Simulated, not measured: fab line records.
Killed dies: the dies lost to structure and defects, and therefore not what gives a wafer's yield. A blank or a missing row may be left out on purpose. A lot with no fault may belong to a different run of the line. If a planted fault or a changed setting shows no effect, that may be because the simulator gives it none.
Matching of chambers	flow nand harc	rie diel-07 running NHARC_A_BONDPAD_DESCUM_11: 4 sister chambers
The step chemistry O2, time 3 s. 33 wafers are shown with their chamber, then 12 later ones without.

EACH WAFER AND ITS CHAMBER
wafer	chamber	drypump motor current A (A)	oes product au (a.u.)	rf vpp V (V)
L074.2	3	6.5	0.996	57.5
L074.3	0	5.9	1.000	57.8
L074.6	1	5.7	0.995	59.3
L075.2	2	5.8	1.003	58.6
L075.4	3	6.5	1.001	56.7
L075.5	3	6.5	1.018	58.2
L076.2	3	6.5	0.996	57.9
L076.5	0	5.9	1.003	57.9
L076.6	3	6.5	0.998	57.4
L081.1	2	5.7	1.007	55.8
L081.3	1	5.7	1.000	57.4
L081.5	2	5.7	0.994	56.9
L080.3	2	5.7	1.011	57.6
L080.5	1	5.7	1.008	56.9
L080.6	0	5.9	1.018	57.7
L083.2	0	5.9	1.002	58.1
L083.5	3	6.5	0.999	58.2
L083.6	2	5.7	1.007	57.5
L082.4	1	5.6	0.996	58.2
L082.5	0	5.9	1.002	58.9
L082.6	2	5.7	1.008	58.3
L089.1	1	5.7	0.989	59.4
L089.2	3	6.5	0.982	56.5
L089.3	2	5.8	0.994	57.6
L089.4	0	5.9	1.011	57.5
L089.5	3	6.5	0.998	57.2
L089.6	2	5.8	0.989	57.4
L091.2	3	6.5	0.999	57.3
L091.3	2	5.7	0.996	59.0
L091.4	1	5.7	0.996	56.6
L092.1	1	5.7	0.999	58.0
L092.2	0	5.9	1.003	59.2
L092.5	2	5.7	1.000	58.1

SIGNATURES, as means of the wafers listed above
reading	chamber 0	chamber 1	chamber 2	chamber 3	scatter within a chamber
drypump motor current A	5.900	5.686	5.730	6.500	0.0319
oes product au	1.00557	0.99757	1.00090	0.99856	0.00748
rf vpp V	58.157	57.971	57.680	57.433	0.83
Rule: a wafer's distance from a chamber is the root of the sum, over the readings, of the square of ((its reading less the chamber's mean) divided by the reading's scatter). If the next closest chamber is less than 2 further off than the closest, the wafer can't be placed; otherwise it belongs to the closest. The scatter is the square root of a quotient: the sum, over the shown wafers, of each reading's squared deviation from its chamber's mean, divided by wafers minus chambers.

WAFERS WITH NO CHAMBER GIVEN
wafer	drypump motor current A (A)	oes product au (a.u.)	rf vpp V (V)
L095.1	5.9	0.988	58.2
L095.2	5.7	0.995	58.2
L095.4	5.9	0.996	57.8
L094.2	5.7	0.997	57.7
L094.4	5.7	0.990	58.3
L094.5	5.7	0.992	56.1
L096.1	6.5	1.004	56.5
L096.3	5.8	0.994	57.9
L096.6	5.7	1.001	57.1
L097.1	6.5	1.004	56.8
L097.2	5.9	0.983	57.3
L097.5	5.8	0.989	57.7

WHICH CHAMBER EACH ONE RAN IN
wafer	from the rows above	in truth
L095.1	0	0
L095.2	can't be placed: 1 or 2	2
L095.4	0	0
L094.2	can't be placed: 1 or 2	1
L094.4	can't be placed: 1 or 2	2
L094.5	can't be placed: 1 or 2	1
L096.1	3	3
L096.3	can't be placed: 2 or 0 or 1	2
L096.6	can't be placed: 2 or 1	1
L097.1	3	3
L097.2	0	0
L097.5	can't be placed: 2 or 1 or 0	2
Correct placement for 5 of the 12. Cannot be placed on the basis of these rows: 7; the candidates contain the true chamber in 7. Number placed wrongly: 0.
